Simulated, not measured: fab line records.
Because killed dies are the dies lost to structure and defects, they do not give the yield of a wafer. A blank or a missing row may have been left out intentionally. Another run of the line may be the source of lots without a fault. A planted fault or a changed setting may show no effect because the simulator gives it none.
Which tool is to blame? / flow nand harc / Sampling: 11 lots, 33 wafers, 6 of 1302 route steps

== WHAT THE GAUGES SHOWED, per wafer ==
NHARC_A_STAIRCASE_INSPECT_155.
lot=L552; measured=day 18 17:19; on=defect inspect-01; raw defect count=407 383 323
lot=L553; measured=day 19 19:38; on=defect inspect-01; raw defect count=275 481 349
lot=L557; measured=day 20 14:41; on=defect inspect-02; raw defect count=394 328 346
lot=L559; measured=day 21 14:50; on=defect inspect-01; raw defect count=382 297 351
lot=L558; measured=day 22 06:54; on=defect inspect-01; raw defect count=583 347 354
lot=L560; measured=day 22 22:19; on=defect inspect-01; raw defect count=423 379 450
lot=L565; measured=day 24 03:14; on=defect inspect-02; raw defect count=380 457 441
lot=L563; measured=day 24 03:19; on=defect inspect-01; raw defect count=505 492 408
lot=L569; measured=day 25 13:37; on=defect inspect-01; raw defect count=350 384 480
lot=L574; measured=day 28 18:59; on=defect inspect-01; raw defect count=487 342 428
lot=L575; measured=day 29 13:43; on=defect inspect-01; raw defect count=546 545 270

NHARC_A_SGD_CUT_THK_MEAS_22: measures by ellipsometry.
lot=L552; measured=day 18 23:58; on=film metro-01; thk nm (nm)=148.1 149.2 149.2
lot=L553; measured=day 20 04:49; on=film metro-02; thk nm (nm)=146.5 150.1 147.4
lot=L557; measured=day 20 19:28; on=film metro-02; thk nm (nm)=147.7 148.9 148.0
lot=L559; measured=day 21 21:50; on=film metro-01; thk nm (nm)=147.8 149.4 148.1
lot=L558; measured=day 22 14:02; on=film metro-02; thk nm (nm)=146.5 147.2 149.7
lot=L560; measured=day 23 06:47; on=film metro-02; thk nm (nm)=147.8 149.1 149.1
lot=L565; measured=day 24 10:06; on=film metro-01; thk nm (nm)=95.0 148.9 150.2
lot=L563; measured=day 24 10:06; on=film metro-02; thk nm (nm)=147.5 95.0 96.4
lot=L569; measured=day 25 20:45; on=film metro-02; thk nm (nm)=148.9 149.0 147.7
lot=L574; measured=day 29 02:11; on=film metro-01; thk nm (nm)=146.5 147.2 148.2
lot=L575; measured=day 29 20:38; on=film metro-02; thk nm (nm)=148.4 148.8 147.3

== EACH LOT AND THE TOOL THAT RAN IT (in order: tool; ch and the chambers of the sampled wafers; start) ==
lot=L552; NHARC_A_SGD_CUT_ETCH_15=rie diel-08 ch 1,2,3, day 18 19:25 or earlier; NHARC_A_SGD_CUT_STRIP_17=rie diel-08 ch 0,1,3, day 18 19:25 or earlier; NHARC_A_SGD_CUT_DEP_20=fcvd-02 ch 0, day 18 19:25; NHARC_A_SGD_CUT_CMP_21=cmp-01 ch 0,2,3, day 18 23:44
lot=L553; NHARC_A_SGD_CUT_ETCH_15=rie diel-05 ch 2,3, day 19 21:44 or earlier; NHARC_A_SGD_CUT_STRIP_17=rie diel-05 ch 1,2, day 19 21:44 or earlier; NHARC_A_SGD_CUT_DEP_20=fcvd-01 ch 0,1, day 19 21:44; NHARC_A_SGD_CUT_CMP_21=cmp-01 ch 0,1,3, day 20 04:35
lot=L557; NHARC_A_SGD_CUT_ETCH_15=rie diel-09 ch 0,3, day 20 16:38 or earlier; NHARC_A_SGD_CUT_STRIP_17=rie diel-09 ch 1,2, day 20 16:38 or earlier; NHARC_A_SGD_CUT_DEP_20=fcvd-02 ch 0,1, day 20 16:38; NHARC_A_SGD_CUT_CMP_21=cmp-02 ch 0,1,2, day 20 19:15
lot=L559; NHARC_A_SGD_CUT_ETCH_15=rie diel-05 ch 1,2,3, day 21 16:57 or earlier; NHARC_A_SGD_CUT_STRIP_17=rie diel-05 ch 0,1,3, day 21 16:57 or earlier; NHARC_A_SGD_CUT_DEP_20=fcvd-01 ch 0,1, day 21 16:57; NHARC_A_SGD_CUT_CMP_21=cmp-01 ch 0,1,3, day 21 21:34
lot=L558; NHARC_A_SGD_CUT_ETCH_15=rie diel-09 ch 0,1,2, day 22 09:01 or earlier; NHARC_A_SGD_CUT_STRIP_17=rie diel-09 ch 0,1,2, day 22 09:01 or earlier; NHARC_A_SGD_CUT_DEP_20=fcvd-01 ch 0,1, day 22 09:01; NHARC_A_SGD_CUT_CMP_21=cmp-02 ch 0,1,2, day 22 13:48
lot=L560; NHARC_A_SGD_CUT_ETCH_15=rie diel-09 ch 0,1,3, day 23 00:26 or earlier; NHARC_A_SGD_CUT_STRIP_17=rie diel-09 ch 0,2, day 23 00:26 or earlier; NHARC_A_SGD_CUT_DEP_20=fcvd-02 ch 0,1, day 23 00:26; NHARC_A_SGD_CUT_CMP_21=cmp-02 ch 0,2,3, day 23 06:34
lot=L565; NHARC_A_SGD_CUT_ETCH_15=rie diel-05 ch 0,1,2, day 24 05:12 or earlier; NHARC_A_SGD_CUT_STRIP_17=rie diel-05 ch 1,2,3, day 24 05:12 or earlier; NHARC_A_SGD_CUT_DEP_20=fcvd-02 ch 0,1, day 24 05:12; NHARC_A_SGD_CUT_CMP_21=cmp-03 ch 0,2,3, day 24 09:50
lot=L563; NHARC_A_SGD_CUT_ETCH_15=rie diel-09 ch 1,3, day 24 05:30 or earlier; NHARC_A_SGD_CUT_STRIP_17=rie diel-09 ch 1,2,3, day 24 05:30 or earlier; NHARC_A_SGD_CUT_DEP_20=fcvd-02 ch 0,1, day 24 05:30; NHARC_A_SGD_CUT_CMP_21=cmp-02 ch 0,1, day 24 09:50
lot=L569; NHARC_A_SGD_CUT_ETCH_15=rie diel-08 ch 1,3, day 25 15:43 or earlier; NHARC_A_SGD_CUT_STRIP_17=rie diel-08 ch 0,1,2, day 25 15:43 or earlier; NHARC_A_SGD_CUT_DEP_20=fcvd-01 ch 0,1, day 25 15:43; NHARC_A_SGD_CUT_CMP_21=cmp-03 ch 0,2,3, day 25 20:32
lot=L574; NHARC_A_SGD_CUT_ETCH_15=rie diel-05 ch 1,2,3, day 28 21:13 or earlier; NHARC_A_SGD_CUT_STRIP_17=rie diel-05 ch 0,2,3, day 28 21:13 or earlier; NHARC_A_SGD_CUT_DEP_20=fcvd-02 ch 0,1, day 28 21:13; NHARC_A_SGD_CUT_CMP_21=cmp-02 ch 0,3, day 29 01:56
lot=L575; NHARC_A_SGD_CUT_ETCH_15=rie diel-08 ch 1,2,3, day 29 15:49 or earlier; NHARC_A_SGD_CUT_STRIP_17=rie diel-08 ch 0,1,3, day 29 15:49 or earlier; NHARC_A_SGD_CUT_DEP_20=fcvd-01 ch 0,1, day 29 15:49; NHARC_A_SGD_CUT_CMP_21=cmp-01 ch 0,1,2, day 29 20:24
- NHARC_A_SGD_CUT_ETCH_15: etches the open film in CH3F/O2, target depth 75 nm, time 64.3 s.
- NHARC_A_SGD_CUT_STRIP_17: strips in O2.
- NHARC_A_SGD_CUT_DEP_20: deposits SiO2, target thk 150 nm.
- NHARC_A_SGD_CUT_CMP_21: polishes, target thk 148.19 nm.

== AS READ BY THE TOOLS THEMSELVES (means over the sampled wafers that have a number; for cases with no such wafer, the mark the record gives instead) ==
NHARC_A_SGD_CUT_ETCH_15.
lot=L552; tool=rie diel-08; drypump motor current A (A)=5.5; oes product au (a.u.)=0.938; rf vpp V (V)=265.1; showerhead plenum p Torr (Torr)=2.48; throttle valve pct (%)=20.658
lot=L553; tool=rie diel-05; drypump motor current A (A)=5.5; oes product au (a.u.)=0.972; rf vpp V (V)=264.0; showerhead plenum p Torr (Torr)=2.44; throttle valve pct (%)=20.666
lot=L557; tool=rie diel-09; drypump motor current A (A)=5.7; oes product au (a.u.)=0.986; rf vpp V (V)=263.2; showerhead plenum p Torr (Torr)=2.40; throttle valve pct (%)=20.658
lot=L559; tool=rie diel-05; drypump motor current A (A)=5.4; oes product au (a.u.)=0.950; rf vpp V (V)=264.2; showerhead plenum p Torr (Torr)=2.40; throttle valve pct (%)=20.668
lot=L558; tool=rie diel-09; drypump motor current A (A)=5.5; oes product au (a.u.)=0.961; rf vpp V (V)=261.4; showerhead plenum p Torr (Torr)=2.36; throttle valve pct (%)=20.668
lot=L560; tool=rie diel-09; drypump motor current A (A)=5.7; oes product au (a.u.)=0.960; rf vpp V (V)=262.6; showerhead plenum p Torr (Torr)=2.37; throttle valve pct (%)=20.663
lot=L565; tool=rie diel-05; drypump motor current A (A)=5.2; oes product au (a.u.)=0.975; rf vpp V (V)=264.1; showerhead plenum p Torr (Torr)=2.47; throttle valve pct (%)=20.660
lot=L563; tool=rie diel-09; drypump motor current A (A)=5.8; oes product au (a.u.)=0.945; rf vpp V (V)=261.4; showerhead plenum p Torr (Torr)=2.32; throttle valve pct (%)=20.672
lot=L569; tool=rie diel-08; drypump motor current A (A)=5.8; oes product au (a.u.)=0.973; rf vpp V (V)=263.0; showerhead plenum p Torr (Torr)=2.41; throttle valve pct (%)=20.661
lot=L574; tool=rie diel-05; drypump motor current A (A)=5.4; oes product au (a.u.)=0.919; rf vpp V (V)=263.5; showerhead plenum p Torr (Torr)=2.40; throttle valve pct (%)=20.662
lot=L575; tool=rie diel-08; drypump motor current A (A)=5.5; oes product au (a.u.)=0.969; rf vpp V (V)=264.7; showerhead plenum p Torr (Torr)=2.47; throttle valve pct (%)=20.660

NHARC_A_SGD_CUT_STRIP_17.
lot=L552; tool=rie diel-08; drypump motor current A (A)=5.6; oes product au (a.u.)=1.003; rf vpp V (V)=58.2; showerhead plenum p Torr (Torr)=3.47; throttle valve pct (%)=17.031
lot=L553; tool=rie diel-05; drypump motor current A (A)=5.5; oes product au (a.u.)=1.007; rf vpp V (V)=57.8; showerhead plenum p Torr (Torr)=3.48; throttle valve pct (%)=17.035
lot=L557; tool=rie diel-09; drypump motor current A (A)=5.5; oes product au (a.u.)=0.996; rf vpp V (V)=56.5; showerhead plenum p Torr (Torr)=3.35; throttle valve pct (%)=17.034
lot=L559; tool=rie diel-05; drypump motor current A (A)=5.2; oes product au (a.u.)=1.011; rf vpp V (V)=58.1; showerhead plenum p Torr (Torr)=3.51; throttle valve pct (%)=17.041
lot=L558; tool=rie diel-09; drypump motor current A (A)=5.5; oes product au (a.u.)=0.994; rf vpp V (V)=56.4; showerhead plenum p Torr (Torr)=3.39; throttle valve pct (%)=17.041
lot=L560; tool=rie diel-09; drypump motor current A (A)=5.6; oes product au (a.u.)=0.981; rf vpp V (V)=57.8; showerhead plenum p Torr (Torr)=3.44; throttle valve pct (%)=17.042
lot=L565; tool=rie diel-05; drypump motor current A (A)=5.4; oes product au (a.u.)=0.996; rf vpp V (V)=57.2; showerhead plenum p Torr (Torr)=3.45; throttle valve pct (%)=17.038
lot=L563; tool=rie diel-09; drypump motor current A (A)=5.7; oes product au (a.u.)=0.991; rf vpp V (V)=57.4; showerhead plenum p Torr (Torr)=3.33; throttle valve pct (%)=17.039
lot=L569; tool=rie diel-08; drypump motor current A (A)=5.4; oes product au (a.u.)=1.004; rf vpp V (V)=57.3; showerhead plenum p Torr (Torr)=3.42; throttle valve pct (%)=17.034
lot=L574; tool=rie diel-05; drypump motor current A (A)=5.3; oes product au (a.u.)=0.995; rf vpp V (V)=57.3; showerhead plenum p Torr (Torr)=3.59; throttle valve pct (%)=17.041
lot=L575; tool=rie diel-08; drypump motor current A (A)=5.6; oes product au (a.u.)=1.005; rf vpp V (V)=58.0; showerhead plenum p Torr (Torr)=3.46; throttle valve pct (%)=17.031

NHARC_A_SGD_CUT_CMP_21.
lot=L552; tool=cmp-01; edge zone pressure frac=1.004; motor current A (A)=12.6; retaining ring pressure frac=1.001; time to endpoint s (s)=51.7
lot=L553; tool=cmp-01; edge zone pressure frac=1.002; motor current A (A)=13.6; retaining ring pressure frac=1.000; time to endpoint s (s)=46.5
lot=L557; tool=cmp-02; edge zone pressure frac=1.004; motor current A (A)=12.8; retaining ring pressure frac=0.997; time to endpoint s (s)=51.2
lot=L559; tool=cmp-01; edge zone pressure frac=0.997; motor current A (A)=13.0; retaining ring pressure frac=1.000; time to endpoint s (s)=52.8
lot=L558; tool=cmp-02; edge zone pressure frac=1.003; motor current A (A)=12.8; retaining ring pressure frac=1.001; time to endpoint s (s)=47.4
lot=L560; tool=cmp-02; edge zone pressure frac=0.995; motor current A (A)=12.9; retaining ring pressure frac=1.002; time to endpoint s (s)=49.4
lot=L565; tool=cmp-03; edge zone pressure frac=0.998; motor current A (A)=12.7; retaining ring pressure frac=0.999; time to endpoint s (s)=44.6
lot=L563; tool=cmp-02; edge zone pressure frac=1.005; motor current A (A)=11.7; retaining ring pressure frac=1.002; time to endpoint s (s)=36.7
lot=L569; tool=cmp-03; edge zone pressure frac=0.999; motor current A (A)=11.7; retaining ring pressure frac=0.998; time to endpoint s (s)=50.3
lot=L574; tool=cmp-02; edge zone pressure frac=1.001; motor current A (A)=12.0; retaining ring pressure frac=0.997; time to endpoint s (s)=50.3
lot=L575; tool=cmp-01; edge zone pressure frac=1.004; motor current A (A)=11.8; retaining ring pressure frac=1.000; time to endpoint s (s)=51.5

== THE ANSWER, worked out from the rows above alone ==
Rule: what is usual is taken from the lots themselves. Put in order of their means at a reading, lots are off if they are a third of the lots or fewer, leave a main group of 4 or more, and stand apart from it by a gap of 3 or more times the standard deviation of the main group's means; of several such gaps the widest counts. Not used: any main group whose means are identical at the precision the tables above print for the reading. Also off: a lot with no number at a reading for which 4 or more lots have one. The other lots that the step has rows for count as sound. Order of review: gauges by route order, followed by the tools' own readings, for which a lot's mean as printed above is used. At the first step where some lot is off, the reading lying furthest off is the one used; lots without a number count as furthest.
Off, at NHARC_A_SGD_CUT_THK_MEAS_22 on thk nm: L565, L563. Mean 148.2 nm and standard deviation 0.45 in the main group.
If a tool, at a process step before that reading, ran all the lots that are off and no sound lot after the first of them, it fits. The gauges at NHARC_A_SGD_CUT_THK_MEAS_22 are tried like those tools. NHARC_A_SGD_CUT_ETCH_15: start missing for some lots; hours and lot order therefore follow NHARC_A_SGD_CUT_DEP_20. NHARC_A_SGD_CUT_STRIP_17: start missing for some lots; hours and lot order therefore follow NHARC_A_SGD_CUT_DEP_20. None of those tried fits.

== WHAT WAS PUT IN BY THE SIMULATOR ==
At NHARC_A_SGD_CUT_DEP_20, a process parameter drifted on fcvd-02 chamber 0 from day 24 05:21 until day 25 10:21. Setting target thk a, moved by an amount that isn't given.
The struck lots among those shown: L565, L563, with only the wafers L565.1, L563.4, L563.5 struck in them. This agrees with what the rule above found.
